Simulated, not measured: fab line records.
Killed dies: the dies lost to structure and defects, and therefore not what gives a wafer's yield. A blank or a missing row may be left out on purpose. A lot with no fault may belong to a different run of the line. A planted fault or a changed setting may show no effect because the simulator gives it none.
fab line records :: flow n5Finfet
record:
  lots: 4
  wafers: 12
  lastDay: 18
route steps=1938 shown MOL_CONTACT_COAG@550 BEOL_M4@1111 PASSIVATION@1936
lots with no fault: from the same line, run without faults
startH: hours from the record's opening day to when the first of the lot's shown wafers began :: waitH: how many hours have passed since the lot's step before this one :: " as in the row above :: L1.1+2: a single row standing in for several wafers :: - no value present, or no start provided :: * or withheld: withheld :: < > ~ a bound
route shown NAME@n: NAME is a module with steps in the file, n the number in the route of the first one :: usual: the fault-free wafers' mean and standard deviation :: same: alike in all rows :: chamber/n: place in a boat :: sites: per-site readings :: _std_site: their standard deviation :: _edge_site: outer sites' mean less inner sites' :: radiusMm: for every site, how far away it sits from the centre of the wafer :: mask NAME#n: copy n :: behind: tool/chamber where the wafer was last shaped :: hold: cause of the lot's hold/its duration in hours/its outcome :: device: the transistor (n, p or np) that didn't switch :: end of line: the tests these same wafers got at the end of their route :: a step given without rows: its recipe and nothing more :: killed: dies that structure and defects cost at the first sort, which is not the same as the wafer's yield :: map: dies across one wafer; x = killed, . = not, _ = none there
set.NAME: the run value of the setting; set.NAME@STEP: its run value at that earlier step :: model.NAME: the simulator's own value behind a step, which no gauge read
lots seen at some steps along the route; tables by step, rows by wafer
services: a tool's chamber out of use, with start hour (startH, from the record's first day; less than 0 if before it), hours out, and reason
== steps ==
step: N5_MOL_CONTACT_COAG_PRE_CLEAN_142
recipe:
  gas: H2/He
  timeS: 60
  tempC: 300
step: N5_MOL_CONTACT_COAG_SPUTTER_130
recipe:
  material: Co
  targetThkA: 475
  tempC: 25
  chamberPressurePa: 0.5
  powerW: 3000
step: N5_MOL_CONTACT_COAG_PRECLEAN_125
recipe:
  chemistry: DIW
  timeS: 57.5
  tempC: 23
step: N5_MOL_CONTACT_COAG_SRD_126
recipe:
  dryTimeS: 32
  dry: n2Spin
  spinRpm: 1500
step: N5_MOL_CONTACT_COAG_CMP_23
recipe:
  stopOn: SiO2
  tOverpolishS: 1.5
  postCmpClean: cuAlkaline
  downForcePsi: 2
  platenRpm: 50.289
  padVelocityMS: 1.0006
  targetThkNm: 0
step: N5_MOL_CONTACT_COAG_WET_ETCH_26
recipe:
  target: Co
  targetDepthNm: 13
step: N5_MOL_CONTACT_COAG_WET_ETCH_116
recipe:
  chemistry: SC1-inhibited
  targetDepthNm: 4.6
  dry: ipaMarangoni
  rinseTimeS: 30
  rinseTempC: 23
step: N5_MOL_CONTACT_COAG_ALD_27
recipe:
  material: SiOC
  targetThkA: 170
  tempC: 400
  aldPrecursorFamily: carbosiloxane
  aldCoReactant: H2-plasma
  pulseTimeS: 1.5
  timeS: 2720
  purgeTimeS: 2
  coReactantPurgeTimeS: 2
  aldCycles: 340
  pressureTorr: 2
step: N5_MOL_CONTACT_COAG_CMP_28
recipe:
  stopOn: SiNx
  tOverpolishS: 0.85
  postCmpClean: alkalineBrush
  downForcePsi: 4.15
  platenRpm: 51.8
  padVelocityMS: 1.0307
  targetThkNm: 14.522
step: N5_MOL_CONTACT_COAG_ALD_123
recipe:
  material: SiNx
  targetThkA: 50
  tempC: 400
  aldPrecursorFamily: SiH2I2
  aldCoReactant: N2/H2-plasma
  pulseTimeS: 1
  purgeTimeS: 2
  coReactantPurgeTimeS: 2
  aldCycles: 100
  pressureTorr: 2
usual:
  heaterPowerW: 834/91
  precursorPulseHeightRel: 1.001/0.018
lot.wafer: L227.1
tool: aldSin-01
chamber: 1
startH: 116.54
waitH: 0.0
heaterPowerW: 719
precursorPulseHeightRel: 0.974

lot.wafer: L227.2
tool: aldSin-01
chamber: 0
startH: 116.54
waitH: 0.0
heaterPowerW: 927
precursorPulseHeightRel: 1.028

lot.wafer: L227.5
tool: aldSin-01
chamber: 3
startH: 116.54
waitH: 0.0
heaterPowerW: 900
precursorPulseHeightRel: 1.013

lot.wafer: L234.1
tool: aldSin-01
chamber: 3
startH: 159.33
waitH: 0.0
heaterPowerW: 891
precursorPulseHeightRel: 1.014

lot.wafer: L234.2
tool: aldSin-01
chamber: 1
startH: 159.33
waitH: 0.0
heaterPowerW: 717
precursorPulseHeightRel: 0.976

lot.wafer: L234.4
tool: aldSin-01
chamber: 1
startH: 159.33
waitH: 0.0
heaterPowerW: 733
precursorPulseHeightRel: 1.003

lot.wafer: L236.2
tool: aldSin-01
chamber: 0
startH: 171.52
waitH: 0.0
heaterPowerW: 971
precursorPulseHeightRel: 1.020

lot.wafer: L236.4
tool: aldSin-01
chamber: 3
startH: 171.52
waitH: 0.0
heaterPowerW: 892
precursorPulseHeightRel: 0.999

lot.wafer: L236.6
tool: aldSin-01
chamber: 3
startH: 171.52
waitH: 0.0
heaterPowerW: 904
precursorPulseHeightRel: 1.009

lot.wafer: L247.2
tool: aldSin-03
chamber: 1
startH: 236.07
waitH: 0.0
heaterPowerW: 676
precursorPulseHeightRel: 0.994

lot.wafer: L247.3
tool: aldSin-03
chamber: 2
startH: 236.07
waitH: 0.0
heaterPowerW: 914
precursorPulseHeightRel: 1.004

lot.wafer: L247.4
tool: aldSin-03
chamber: 3
startH: 236.07
waitH: 0.0
heaterPowerW: 765
precursorPulseHeightRel: 0.997
step: N5_MOL_CONTACT_COAG_PECVD_31
recipe:
  material: SiO2
  targetThkA: 460
  tempC: 400
  precursor: TEOS/O2
  pressureTorr: 6.5
  rfW: withheld
  teosFlowSccm: withheld
  gas: O2
  flowSccm: 2650
  timeS: 8.9
step: N5_MOL_CONTACT_COAG_COAT_75
recipe:
  resist: SOC
  tempC: 250
  timeS: 60
  spinRpm: 1500
  resistThkNm: 60
step: N5_MOL_CONTACT_COAG_COAT_76
recipe:
  resist: SiARC
  tempC: 220
  timeS: 60
  spinRpm: 1500
  resistThkNm: 10
step: N5_MOL_CONTACT_COAG_COAT_77
recipe:
  resist: underlayer
  tempC: 205
  timeS: 60
  spinRpm: 1500
  resistThkNm: 10
step: N5_MOL_CONTACT_COAG_COAT_78
recipe:
  resist: CAR-EUV
  spinRpm: 1500
  resistThkNm: 40
step: N5_MOL_CONTACT_COAG_EBR_80
recipe:
  solvent: PGMEA
  ebrWidthMm: 1.5
step: N5_MOL_CONTACT_COAG_SOFTBAKE_79
recipe:
  tempC: 110
  timeS: 60
  resist: CAR-EUV
step: N5_MOL_CONTACT_COAG_EXPOSE_81
recipe:
  maskId: VG
  na: 0.33
  sourceShape: annular
  sigmaInner: 0.3
  sigmaOuter: 0.7
  polarization: unpolarized
  defocusNm: 0
  doseMj: 59.5
step: N5_MOL_CONTACT_COAG_PEB_82
recipe:
  pebTempC: 100
  pebTimeS: 60
  resist: CAR-EUV
step: N5_MOL_CONTACT_COAG_DEVELOP_83
recipe:
  developTimeS: 30
  developer: TMAH
  resist: CAR-EUV
  rinseLiquid: surfactantRinse
  dry: airSpin
  devTempC: 23
step: N5_MOL_CONTACT_COAG_INSPECT_57
recipe:
  mode: adi
  inspectInstrument: brightfield
usual:
  rawDefectCount: 212/59
lot.wafer: L227.1
tool: defectInspect-02
chamber: -
startH: 117.48
waitH: 0.1
rawDefectCount: 194

lot.wafer: L227.2
tool: defectInspect-02
chamber: -
startH: 117.48
waitH: 0.1
rawDefectCount: 205

lot.wafer: L227.5
tool: defectInspect-02
chamber: -
startH: 117.48
waitH: 0.1
rawDefectCount: 286

lot.wafer: L234.1
tool: defectInspect-01
chamber: -
startH: 160.38
waitH: 0.1
rawDefectCount: 836

lot.wafer: L234.2
tool: defectInspect-01
chamber: -
startH: 160.38
waitH: 0.1
rawDefectCount: 908

lot.wafer: L234.4
tool: defectInspect-01
chamber: -
startH: 160.38
waitH: 0.1
rawDefectCount: 794

lot.wafer: L236.2
tool: defectInspect-02
chamber: -
startH: 172.45
waitH: 0.0
rawDefectCount: 822

lot.wafer: L236.4
tool: defectInspect-02
chamber: -
startH: 172.45
waitH: 0.0
rawDefectCount: 747

lot.wafer: L236.6
tool: defectInspect-02
chamber: -
startH: 172.45
waitH: 0.0
rawDefectCount: 742

lot.wafer: L247.2
tool: defectInspect-02
chamber: -
startH: 237.12
waitH: 0.0
rawDefectCount: 224

lot.wafer: L247.3
tool: defectInspect-02
chamber: -
startH: 237.12
waitH: 0.0
rawDefectCount: 164

lot.wafer: L247.4
tool: defectInspect-02
chamber: -
startH: 237.12
waitH: 0.0
rawDefectCount: 147
step: N5_MOL_CONTACT_COAG_DESCUM_88
recipe:
  chemistry: O2
  timeS: 7
  sourcePowerW: 50
  biasPowerW: 20
  pressureMtorr: 20
  rfFrequencyHz: 2.712e+07
  tempC: 40
  resist: CAR-EUV
  o2FlowSccm: 225
step: N5_MOL_CONTACT_COAG_ETCH_89
recipe:
  chemistry: N2/H2
  target: underlayer
  targetDepthA: 130
  maskMaterial: CAR-EUV
  timeS: 10.4
  ionEnergyEv: 200
  pressureMtorr: 30
  sourceW: 840
  biasW: 150
  n2FlowSccm: 200
  h2FlowSccm: 200
  ends: cleared
step: N5_MOL_CONTACT_COAG_ETCH_90
recipe:
  chemistry: CF4
  target: SiARC
  targetDepthA: 130
  maskMaterial: CAR-EUV
  timeS: 21.7
  ionEnergyEv: 80
  pressureMtorr: 40
  sourceW: 545
  biasW: 36
  Ar_flow_sccm: 100
  cf4FlowSccm: 100
  ends: cleared
step: N5_MOL_CONTACT_COAG_ALD_131
recipe:
  material: SiO2
  targetThkA: 50
  tempC: 100
  aldPrecursorFamily: BDEAS
  aldCoReactant: O2-plasma
  pulseTimeS: 1
  coReactantPulseTimeS: 1
  purgeTimeS: 2
  coReactantPurgeTimeS: 2
  aldCycles: 35
  pressureTorr: 2
step: N5_MOL_CONTACT_COAG_ETCHBACK_132
recipe:
  chemistry: CHF3
  target: SiO2
  targetDepthA: 100
  timeS: 6.7
  ionEnergyEv: 200
  pressureMtorr: 30
  sourceW: 610
  biasW: 170
  Ar_flow_sccm: 200
  CHF3_flow_sccm: 50
step: N5_MOL_CONTACT_COAG_ETCH_91
recipe:
  chemistry: N2/H2
  target: SOC
  targetDepthA: 600
  overetchA: 210
  maskMaterial: SiARC
  tempC: 40
  timeS: 101.2
  ionEnergyEv: 200
  pressureMtorr: 30
  sourceW: 840
  biasW: 150
  n2FlowSccm: 200
  h2FlowSccm: 200
step: N5_MOL_CONTACT_COAG_STRIP_92
recipe:
  chemistry: N2/H2
  tempC: 40
  n2FlowSccm: 200
  h2FlowSccm: 200
  rfFrequencyHz: 6e+07
step: N5_MOL_CONTACT_COAG_STRIP_93
recipe:
  chemistry: N2/H2
  tempC: 40
  n2FlowSccm: 200
  h2FlowSccm: 200
  rfFrequencyHz: 6e+07
step: N5_MOL_CONTACT_COAG_ETCHBACK_135
recipe:
  chemistry: CHF3
  target: SiO2
  targetDepthA: 250
  timeS: 16.7
  ionEnergyEv: 200
  pressureMtorr: 30
  sourceW: 610
  biasW: 170
  Ar_flow_sccm: 200
  CHF3_flow_sccm: 50
step: N5_MOL_CONTACT_COAG_STRIP_118
recipe:
  chemistry: CHF3
  resist: SiARC
  rfFrequencyHz: 6e+07
step: N5_MOL_CONTACT_COAG_VIA_ETCH_46
recipe:
  chemistry: C4F6/O2
  targetDepthA: 460
  overetchA: 92
  maskMaterial: SOC
  target: SiO2
  biasW: 455
  pressureMtorr: 10
  timeS: 40
  sourceW: 325
  Ar_flow_sccm: 300
  C4F6_flow_sccm: 10
  O2_flow_sccm: 10
  ionEnergyEv: 575.3
  ends: endPoint
step: N5_MOL_CONTACT_COAG_STRIP_96
recipe:
  chemistry: N2/H2
  powerW: 500
  tempC: 40
  pressureMtorr: 50
  rfFrequencyHz: 6e+07
  overashFraction: 0.3
  biasPowerW: 28
  h2Frac: 0.5
  n2FlowSccm: 300
  h2FlowSccm: 300
step: N5_MOL_CONTACT_COAG_ETCH_47
recipe:
  chemistry: CH3F/O2
  target: SiNx
  targetDepthA: 270
  maskMaterial: SiO2
  stopOn: W
  overEtchFrac: 0.2
  ionEnergyEv: 120
  endpoint: OES-CN
  pressureMtorr: 30
  sourceW: 395
  biasW: 73
  Ar_flow_sccm: 150
  CH3F_flow_sccm: 30
  O2_flow_sccm: 20
  ends: endPoint
step: N5_MOL_CONTACT_COAG_STRIP_119
recipe:
  chemistry: N2/H2
  timeS: 30
  powerW: 1000
  tempC: 250
  pressureMtorr: withheld
  n2FlowSccm: 1750
  h2FlowSccm: 3250
step: N5_MOL_CONTACT_COAG_PRECLEAN_144
recipe:
  chemistry: alkalineClean
  tempC: 60
  timeS: 60
  doPpb: 50
step: N5_MOL_CONTACT_COAG_SRD_145
recipe:
  dry: ipaMarangoni
  timeS: 30
  tempC: 23
  rinseLiquid: diw
step: N5_MOL_CONTACT_COAG_INSPECT_42
recipe:
  mode: adi
  inspectInstrument: brightfield
usual:
  rawDefectCount: 211/63
lot.wafer: L227.1
tool: defectInspect-02
chamber: -
startH: 119.04
waitH: 0.1
rawDefectCount: 192

lot.wafer: L227.2
tool: defectInspect-02
chamber: -
startH: 119.04
waitH: 0.1
rawDefectCount: 210

lot.wafer: L227.5
tool: defectInspect-02
chamber: -
startH: 119.04
waitH: 0.1
rawDefectCount: 280

lot.wafer: L234.1
tool: defectInspect-01
chamber: -
startH: 162.09
waitH: 0.1
rawDefectCount: 827

lot.wafer: L234.2
tool: defectInspect-01
chamber: -
startH: 162.09
waitH: 0.1
rawDefectCount: 918

lot.wafer: L234.4
tool: defectInspect-01
chamber: -
startH: 162.09
waitH: 0.1
rawDefectCount: 822

lot.wafer: L236.2
tool: defectInspect-01
chamber: -
startH: 173.73
waitH: 0.0
rawDefectCount: 829

lot.wafer: L236.4
tool: defectInspect-01
chamber: -
startH: 173.73
waitH: 0.0
rawDefectCount: 782

lot.wafer: L236.6
tool: defectInspect-01
chamber: -
startH: 173.73
waitH: 0.0
rawDefectCount: 771

lot.wafer: L247.2
tool: defectInspect-02
chamber: -
startH: 238.49
waitH: 0.0
rawDefectCount: 230

lot.wafer: L247.3
tool: defectInspect-02
chamber: -
startH: 238.49
waitH: 0.0
rawDefectCount: 191

lot.wafer: L247.4
tool: defectInspect-02
chamber: -
startH: 238.49
waitH: 0.0
rawDefectCount: 161
step: N5_BEOL_M4_RC_MEAS_101
usual:
  DIBL_N: 36.3/2
  DIBL_P: 36.3/2.4
  IOFF_N: 0.16/0.034
  IOFF_P: 0.21/0.035
  ION_N: 672/12
  ION_P: 459/6.5
  SS_N: 71.6/0.67
  SS_P: 73.3/0.71
  VT_N: 250/3.5
  VT_P: -251/3
lot.wafer: L227.1
tool: prober-02
chamber: 0
startH: 184.66
waitH: 0.0
DIBL_N[mV/V]: 33.2
DIBL_P[mV/V]: 31.9
IOFF_N[nA/um]: 0.11
IOFF_P[nA/um]: 0.14
ION_N[uA/um]: 658
ION_P[uA/um]: 449
SS_N[mV/dec]: 70.6
SS_P[mV/dec]: 71.5
VT_N[mV]: 254
VT_P[mV]: -256

lot.wafer: L227.2
tool: prober-02
chamber: 0
startH: 184.66
waitH: 0.0
DIBL_N[mV/V]: 32.4
DIBL_P[mV/V]: 31.4
IOFF_N[nA/um]: 0.10
IOFF_P[nA/um]: 0.14
ION_N[uA/um]: 661
ION_P[uA/um]: 463
SS_N[mV/dec]: 70.6
SS_P[mV/dec]: 72.0
VT_N[mV]: 255
VT_P[mV]: -257

lot.wafer: L227.5
tool: prober-02
chamber: 0
startH: 184.66
waitH: 0.0
DIBL_N[mV/V]: 34.3
DIBL_P[mV/V]: 33.2
IOFF_N[nA/um]: 0.13
IOFF_P[nA/um]: 0.16
ION_N[uA/um]: 681
ION_P[uA/um]: 466
SS_N[mV/dec]: 71.1
SS_P[mV/dec]: 72.6
VT_N[mV]: 254
VT_P[mV]: -253

lot.wafer: L236.2
tool: prober-02
chamber: 0
startH: 260.28
waitH: 0.2
DIBL_N[mV/V]: 40.1
DIBL_P[mV/V]: 40.2
IOFF_N[nA/um]: 0.22
IOFF_P[nA/um]: 0.26
ION_N[uA/um]: 698
ION_P[uA/um]: 473
SS_N[mV/dec]: 71.9
SS_P[mV/dec]: 73.5
VT_N[mV]: 244
VT_P[mV]: -249

lot.wafer: L236.4
tool: prober-02
chamber: 0
startH: 260.28
waitH: 0.2
DIBL_N[mV/V]: 38.7
DIBL_P[mV/V]: 37.5
IOFF_N[nA/um]: 0.16
IOFF_P[nA/um]: 0.21
ION_N[uA/um]: 667
ION_P[uA/um]: 456
SS_N[mV/dec]: 72.5
SS_P[mV/dec]: 73.5
VT_N[mV]: 250
VT_P[mV]: -251

lot.wafer: L236.6
tool: prober-02
chamber: 0
startH: 260.28
waitH: 0.2
DIBL_N[mV/V]: 38.3
DIBL_P[mV/V]: 36.6
IOFF_N[nA/um]: 0.15
IOFF_P[nA/um]: 0.20
ION_N[uA/um]: 662
ION_P[uA/um]: 453
SS_N[mV/dec]: 71.8
SS_P[mV/dec]: 73.2
VT_N[mV]: 251
VT_P[mV]: -252

lot.wafer: L234.1
tool: prober-02
chamber: 0
startH: 261.12
waitH: 0.0
DIBL_N[mV/V]: 36.8
DIBL_P[mV/V]: 37.9
IOFF_N[nA/um]: 0.16
IOFF_P[nA/um]: 0.23
ION_N[uA/um]: 665
ION_P[uA/um]: 462
SS_N[mV/dec]: 71.9
SS_P[mV/dec]: 73.1
VT_N[mV]: 254
VT_P[mV]: -246

lot.wafer: L234.2
tool: prober-02
chamber: 0
startH: 261.12
waitH: 0.0
DIBL_N[mV/V]: 36.4
DIBL_P[mV/V]: 36.9
IOFF_N[nA/um]: 0.15
IOFF_P[nA/um]: 0.20
ION_N[uA/um]: 659
ION_P[uA/um]: 451
SS_N[mV/dec]: 71.3
SS_P[mV/dec]: 73.2
VT_N[mV]: 254
VT_P[mV]: -251

lot.wafer: L234.4
tool: prober-02
chamber: 0
startH: 261.12
waitH: 0.0
DIBL_N[mV/V]: 36.8
DIBL_P[mV/V]: 37.4
IOFF_N[nA/um]: 0.17
IOFF_P[nA/um]: 0.22
ION_N[uA/um]: 671
ION_P[uA/um]: 465
SS_N[mV/dec]: 71.1
SS_P[mV/dec]: 74.2
VT_N[mV]: 249
VT_P[mV]: -248

lot.wafer: L247.2
tool: prober-01
chamber: 0
startH: 326.54
waitH: 0.2
DIBL_N[mV/V]: 38.5
DIBL_P[mV/V]: 39.2
IOFF_N[nA/um]: 0.23
IOFF_P[nA/um]: 0.26
ION_N[uA/um]: 693
ION_P[uA/um]: 467
SS_N[mV/dec]: 72.8
SS_P[mV/dec]: 73.9
VT_N[mV]: 242
VT_P[mV]: -247

lot.wafer: L247.3
tool: prober-01
chamber: 0
startH: 326.54
waitH: 0.2
DIBL_N[mV/V]: 37.8
DIBL_P[mV/V]: 38.4
IOFF_N[nA/um]: 0.23
IOFF_P[nA/um]: 0.26
ION_N[uA/um]: 685
ION_P[uA/um]: 459
SS_N[mV/dec]: 72.2
SS_P[mV/dec]: 73.7
VT_N[mV]: 243
VT_P[mV]: -247

lot.wafer: L247.4
tool: prober-01
chamber: 0
startH: 326.54
waitH: 0.2
DIBL_N[mV/V]: 38.6
DIBL_P[mV/V]: 39.4
IOFF_N[nA/um]: 0.23
IOFF_P[nA/um]: 0.26
ION_N[uA/um]: 686
ION_P[uA/um]: 460
SS_N[mV/dec]: 71.8
SS_P[mV/dec]: 74.3
VT_N[mV]: 244
VT_P[mV]: -245
step: N5_PASSIVATION_PROBE_49
usual:
  defectLimitedYield: 91.4/1.5
  killed_at_M0_to_M3: 33/11
  killed_at_M4_up: 14/5.3
  killedAtContacts: 13/6.2
  killedAtFrontEnd: 39/13
  killedAtOther: 3.1/2.8
  killedDies: 102/17
  killedOnRim: 13/3.8
  killedOpen: 68/13
  killedShort: 32/7.8
  sort_bin_5_function: 5.1/0.95
  sort_bin_6_memory: 3.2/0.7
  sortNPass: 1078/18
  sortYieldPct: 91.3/1.5
same:
  grossDies: 1180
  killedAtBackSide: 0
  sort_bin_4_leakage[%]: 0
  sort_bin_8_speed[%]: 0
lot.wafer: L236.2
tool: prober-01
chamber: -
startH: 371.75
waitH: 0.1
defectLimitedYield[%]: 83.3
killed_at_M0_to_M3: 36
killed_at_M4_up: 21
killedAtContacts: 105
killedAtFrontEnd: 31
killedAtOther: 4
killedDies: 197
killedOnRim: 29
killedOpen: 68
killedShort: 32
sort_bin_5_function[%]: 10.6
sort_bin_6_memory[%]: 3.6
sortNPass: 983
sortYieldPct[%]: 83.3

lot.wafer: L236.4
tool: prober-01
chamber: -
startH: 371.85
waitH: 0.2
defectLimitedYield[%]: 87.3
killed_at_M0_to_M3: 22
killed_at_M4_up: 16
killedAtContacts: 83
killedAtFrontEnd: 27
killedAtOther: 2
killedDies: 150
killedOnRim: 27
killedOpen: 54
killedShort: 20
sort_bin_5_function[%]: 8.3
sort_bin_6_memory[%]: 2.9
sortNPass: 1030
sortYieldPct[%]: 87.3

lot.wafer: L236.6
tool: prober-01
chamber: -
startH: 371.95
waitH: 0.3
defectLimitedYield[%]: 83.4
killed_at_M0_to_M3: 38
killed_at_M4_up: 32
killedAtContacts: 83
killedAtFrontEnd: 34
killedAtOther: 9
killedDies: 196
killedOnRim: 34
killedOpen: 84
killedShort: 36
sort_bin_5_function[%]: 9.3
sort_bin_6_memory[%]: 5.4
sortNPass: 984
sortYieldPct[%]: 83.4

lot.wafer: L234.1
tool: prober-02
chamber: -
startH: 372.87
waitH: 0.0
defectLimitedYield[%]: 84.8
killed_at_M0_to_M3: 29
killed_at_M4_up: 16
killedAtContacts: 88
killedAtFrontEnd: 42
killedAtOther: 4
killedDies: 179
killedOnRim: 38
killedOpen: 82
killedShort: 21
sort_bin_5_function[%]: 9.5
sort_bin_6_memory[%]: 3.9
sortNPass: 1001
sortYieldPct[%]: 84.8

lot.wafer: L234.2
tool: prober-02
chamber: -
startH: 372.92
waitH: 0.1
defectLimitedYield[%]: 84.7
killed_at_M0_to_M3: 27
killed_at_M4_up: 10
killedAtContacts: 96
killedAtFrontEnd: 39
killedAtOther: 9
killedDies: 181
killedOnRim: 23
killedOpen: 64
killedShort: 34
sort_bin_5_function[%]: 8.7
sort_bin_6_memory[%]: 4.2
sortNPass: 999
sortYieldPct[%]: 84.7

lot.wafer: L234.4
tool: prober-02
chamber: -
startH: 373.02
waitH: 0.2
defectLimitedYield[%]: 86.4
killed_at_M0_to_M3: 16
killed_at_M4_up: 17
killedAtContacts: 103
killedAtFrontEnd: 22
killedAtOther: 3
killedDies: 161
killedOnRim: 22
killedOpen: 46
killedShort: 21
sort_bin_5_function[%]: 8.1
sort_bin_6_memory[%]: 3.0
sortNPass: 1019
sortYieldPct[%]: 86.4
killed by level:class
L236.2 MOL_CONTACT_COAG:unspecified=96 FIN_SAQP:geometricParticle:open=11 BEOL_M4:geometricParticle:open=11 BEOL_M1:geometricParticle:open=9 BEOL_M0_SAQP:geometricParticle:short=8 MOL_CONTACT_COAG:geometricParticle:open=7 BEOL_M0_SAQP:geometricParticle:open=6 BEOL_M2:geometricParticle:open=6
L236.4 MOL_CONTACT_COAG:unspecified=76 BEOL_M4:geometricParticle:open=11 BEOL_M3:geometricParticle:open=8 STI_FIN_REVEAL:geometricParticle:open=6 MOL_CONTACT_COAG:geometricParticle:open=5 BEOL_M0_SAQP:geometricParticle:short=4 FIN_SAQP:geometricParticle:open=3 FIN_SAQP:geometricParticle:short=3
L236.6 MOL_CONTACT_COAG:unspecified=74 BEOL_M4:geometricParticle:open=16 FIN_SAQP:geometricParticle:short=11 BEOL_M2:geometricParticle:open=10 MOL_CONTACT_COAG:geometricParticle:open=9 BEOL_M3:geometricParticle:open=8 FIN_SAQP:geometricParticle:open=7 BEOL_M1:geometricParticle:open=7
L234.1 MOL_CONTACT_COAG:unspecified=71 MOL_CONTACT_COAG:geometricParticle:open=17 STI_FIN_REVEAL:geometricParticle:open=15 BEOL_M4:geometricParticle:open=11 BEOL_M3:geometricParticle:open=8 BEOL_M0_SAQP:geometricParticle:open=6 BEOL_M0_SAQP:geometricParticle:short=6 BEOL_M2:geometricParticle:open=5
L234.2 MOL_CONTACT_COAG:unspecified=83 STI_FIN_REVEAL:geometricParticle:open=13 MOL_CONTACT_COAG:geometricParticle:open=9 BEOL_M0_SAQP:geometricParticle:open=7 BEOL_M1:geometricParticle:open=6 FIN_SAQP:geometricParticle:short=5 BEOL_M0_SAQP:geometricParticle:short=5 STARTING-WAFER:geometricParticle:short=5
L234.4 MOL_CONTACT_COAG:unspecified=91 MOL_CONTACT_COAG:geometricParticle:open=9 DUMMY_GATE:geometricParticle:open=6 BEOL_M0_SAQP:geometricParticle:short=5 BEOL_M0_SAQP:geometricParticle:open=4 BEOL_M3:geometricParticle:open=4 BEOL_M4:geometricParticle:open=4 STARTING-WAFER:geometricParticle:short=3
map L234.2 (x killed, . not)
_________________............________________
______________......x..........._____________
___________......x.......x.........__________
__________.....xx......x......x..x.._________
________.............................._______
_______..........x....x.x.x...........x______
______..x........x.x...................x_____
_____...x..............x.....x...........____
____....x.x......x......................x.___
___....x.............x.....................__
___.....x..x....x..........xx...........x..__
__........x...x......x.........x............_
__....x................xx..................._
_...............x.......x.x...x..............
_..............x.........x..............x...x
_..........................x.................
_....x.............x.x.x....x.x..............
_.....x.x......x..............xx........xx...
_..x..............x..........................
_...x...............x.....x......x........x..
_............................x...............
__.......x....xx...xx.........x..........x.._
__......x.................x.x.........x....._
___.........x........x............x........__
___........x.......x.......................__
____.......x.xx..x.x....x.x...............___
_____.....xxxxxxxx..x.x..................____
______x.xxxxxxxxxxxx...................._____
_______...xxxxxxxxxxx.x..........x....x______
________..xxxxxxxxxxxx.x.............._______
__________xxxxxxxxxxxx.........x.x.._________
___________xxxxxxxxxxx.............__________
______________xxxxxxx.x........._____________
_________________xxxx..x.x...________________
map L236.2 (x killed, . not)
_________________.......x....________________
______________....x.......x...x._____________
___________.xx.....................__________
__________xxxxx............x..x....x_________
________xxxxxx.x..x...x...x.....x....._______
_______xxxxxxxxxx............xx...x....______
______xxxxxxxxx.xx.............x...xx..._____
_____xxxxxxxxxxx........x................____
____xxxxxxxxxxx..x.....x.x.x..............___
___xxxxxxxxxxxxx........................x..__
___.xxxxxxxxxxx.x.x..x...................x.__
__...xxxxxxxx.x............................._
__...x.x.xx.x....x.x..x....................x_
_.x..x...x...x...............x..x.......x.x..
_.....x..x...xx...........x.xx.......x.......
_.........x..x.......x...x.............x...x.
_..x........x..x.............................
_....x.....x.............................x...
_.......x....................................
_............x.....x................x..x...x.
_...........x.x.......x........x.............
__...x..............................x..x...x_
__...x.....x................................_
___.........x......x........x..............__
___..................xx.....x......x.......__
____....x.x...x.........x......x..........___
_____.x.......................x..........____
______.................................._____
_______....x......................x...x______
________x............................._______
__________........x.xx...........x.._________
___________........................__________
______________....x...x......x.._____________
_________________x......x....________________
== services ==
tool: aldSin-01
chamber: 3
startH: 124.68
hours: 14.4
kind: repair

tool: aldSin-01
chamber: 2
startH: 130.05
hours: 33.2
kind: repair

tool: aldSin-03
chamber: -
startH: 177.52
hours: 14.0
kind: pm

tool: aldSin-03
chamber: 0
startH: 177.52
hours: 14.0
kind: ventCycle

tool: aldSin-03
chamber: 1
startH: 177.52
hours: 14.0
kind: ventCycle

tool: aldSin-03
chamber: 2
startH: 177.52
hours: 14.0
kind: ventCycle

tool: aldSin-03
chamber: 3
startH: 177.52
hours: 14.0
kind: ventCycle

tool: aldSin-03
chamber: 0
startH: 191.52
hours: -
kind: clean

tool: aldSin-03
chamber: 1
startH: 191.52
hours: -
kind: clean

tool: aldSin-03
chamber: 2
startH: 191.52
hours: -
kind: clean

tool: aldSin-03
chamber: 3
startH: 191.52
hours: -
kind: clean

tool: aldSin-01
chamber: 0
startH: 197.52
hours: 1.3
kind: repair

tool: aldSin-01
chamber: 2
startH: 213.45
hours: 1.4
kind: repair
== key ==
firstSign:
  step: N5_MOL_CONTACT_COAG_INSPECT_57
  reading: rawDefectCount
  direction: up
  sigmas: 10
  usual: 212
  struck: 808
effect:
  step: N5_MOL_CONTACT_COAG_INSPECT_42
  reading: rawDefectCount
  direction: up
  sigmas: 9.7
  usual: 211
  struck: 825
effect:
  step: N5_PASSIVATION_PROBE_49
  reading: killedAtContacts
  direction: up
  sigmas: 13
  usual: 13
  struck: 93
moreKillsBornAt:
  N5_MOL_CONTACT_COAG_ALD_123@aldSin-01: 491
metAt N5_MOL_CONTACT_COAG_ALD_123
struckWafers L234.1,L234.2,L234.4,L236.2,L236.4,L236.6
onsetBetween 116.54 159.33
fault:
  kind: chamberParticleSource
  tool: aldSin-01
  chamber: -
  onsetH: 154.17
  steps: N5_MOL_CONTACT_COAG_ALD_123
  ratePerVisitCm2: 0.94379
  endH: 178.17
